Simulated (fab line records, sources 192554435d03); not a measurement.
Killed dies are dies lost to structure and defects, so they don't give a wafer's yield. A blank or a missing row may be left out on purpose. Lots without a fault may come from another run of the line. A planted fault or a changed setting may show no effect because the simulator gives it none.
Split-lot experiment | flow n5_finfet | 7 lots, 21 wafers read, on a route of 1938 steps

THE SPLIT
At N5_SDB_COAT_05 (resist thk 90 nm), the setting spin_rpm was moved away from the recipe's 1500 rpm on 6 of the 21 wafers read, by -10.9% to +7.2%. The other wafers ran this setting at the recipe's value.

FROM THE SPLIT TO THE READING: what the file shows between them, 3 steps
- N5_SDB_EBR_07
- N5_SDB_SOFTBAKE_06: time 60 s
- N5_SDB_DESCUM_16: chemistry O2, time 7.9 s

THE READING
CAR-ArF_of_SDB_COAT_05.thk_nm (the simulator's own value, which no gauge read), in nm, at N5_SDB_ETCH_17 (etches SiARC in CF4, target depth 23.4 nm, time 39 s). The file gives no usual value for it. The 15 wafers here that ran the recipe average 66.6 nm, standard deviation 0.27 nm.

wafer  | tool, chamber at the split | spin_rpm as run, rpm | against the recipe | CAR-ArF_of_SDB_COAT_05.thk_nm, nm | against lot-mates on the recipe
L077.4 | litho_track-03, 0          | 1500                 | recipe             | 66.8                              | -
L077.5 | litho_track-03, 0          | 1500                 | recipe             | 66.4                              | -
L077.6 | litho_track-03, 0          | 1500                 | recipe             | 66.6                              | -
L082.3 | litho_track-03, 0          | 1500                 | recipe             | 66.4                              | -
L082.4 | litho_track-03, 0          | 1500                 | recipe             | 66.8                              | -
L082.5 | litho_track-03, 0          | 1347                 | -10.2%             | 71.6                              | +5.0
L084.2 | litho_track-01, 0          | 1608                 | +7.2%              | 63.4                              | -3.2
L084.4 | litho_track-01, 0          | 1608                 | +7.2%              | 63.4                              | -3.2
L084.5 | litho_track-01, 0          | 1500                 | recipe             | 66.6                              | -
L089.2 | litho_track-01, 0          | 1500                 | recipe             | 66.6                              | -
L089.4 | litho_track-01, 0          | 1581                 | +5.4%              | 64.4                              | -2.2
L089.6 | litho_track-01, 0          | 1581                 | +5.4%              | 64.4                              | -2.2
L093.1 | litho_track-03, 0          | 1500                 | recipe             | 66                                | -
L093.2 | litho_track-03, 0          | 1500                 | recipe             | 66.2                              | -
L093.4 | litho_track-03, 0          | 1500                 | recipe             | 66.6                              | -
L096.2 | litho_track-02, 0          | 1500                 | recipe             | 67                                | -
L096.5 | litho_track-02, 0          | 1336                 | -10.9%             | 72.6                              | +5.7
L096.6 | litho_track-02, 0          | 1500                 | recipe             | 66.8                              | -
L097.1 | litho_track-01, 0          | 1500                 | recipe             | 66.8                              | -
L097.2 | litho_track-01, 0          | 1500                 | recipe             | 66.8                              | -
L097.5 | litho_track-01, 0          | 1500                 | recipe             | 67                                | -

THE FIT
A straight line over all 21 wafers: CAR-ArF_of_SDB_COAT_05.thk_nm changes by -0.485 nm for each +1% of spin_rpm; r = -0.99; the points scatter about the line by 0.31 nm.
The same after taking each lot's own level away (the mean of its wafers on the recipe; 21 wafers): -0.476 nm for each +1%; r = -1.00; scatter 0.21 nm.
On that fit, the largest move of spin_rpm shifts the reading by 5.2 nm.
The lots' own levels span 66.27 to 66.90 nm, that is 2.3 times the standard deviation above.
So the lot-to-lot level changes the slope little: the two slopes agree.
Check: with one of the wafers moved furthest among these (-10.9%) left out of the fit, the line predicts +5.05 nm for it against its lot-mates. It came out at +5.7 nm against them.

THE WHOLE CHAIN: every reading that the file lists as answering this split, in the file's order
step             | what it does                                         | reading                                                                        | change (the file's fit)               | r (the file's)
N5_SDB_COAT_05   | resist thk 90 nm                                     | CAR-ArF_of_SDB_COAT_05.thk_nm (the simulator's own value, which no gauge read) | -0.483 nm for each +1% of the setting | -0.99
N5_SDB_DESCUM_16 | chemistry O2, time 7.9 s                             | CAR-ArF_of_SDB_COAT_05.thk_nm (the simulator's own value, which no gauge read) | -0.473 nm for each +1% of the setting | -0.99
N5_SDB_ETCH_17   | etches SiARC in CF4, target depth 23.4 nm, time 39 s | CAR-ArF_of_SDB_COAT_05.thk_nm (the simulator's own value, which no gauge read) | -0.487 nm for each +1% of the setting | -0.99

THE FILE'S OWN FIT
CAR-ArF_of_SDB_COAT_05.thk_nm changes by -0.487 nm for each +1% of spin_rpm, r = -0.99.
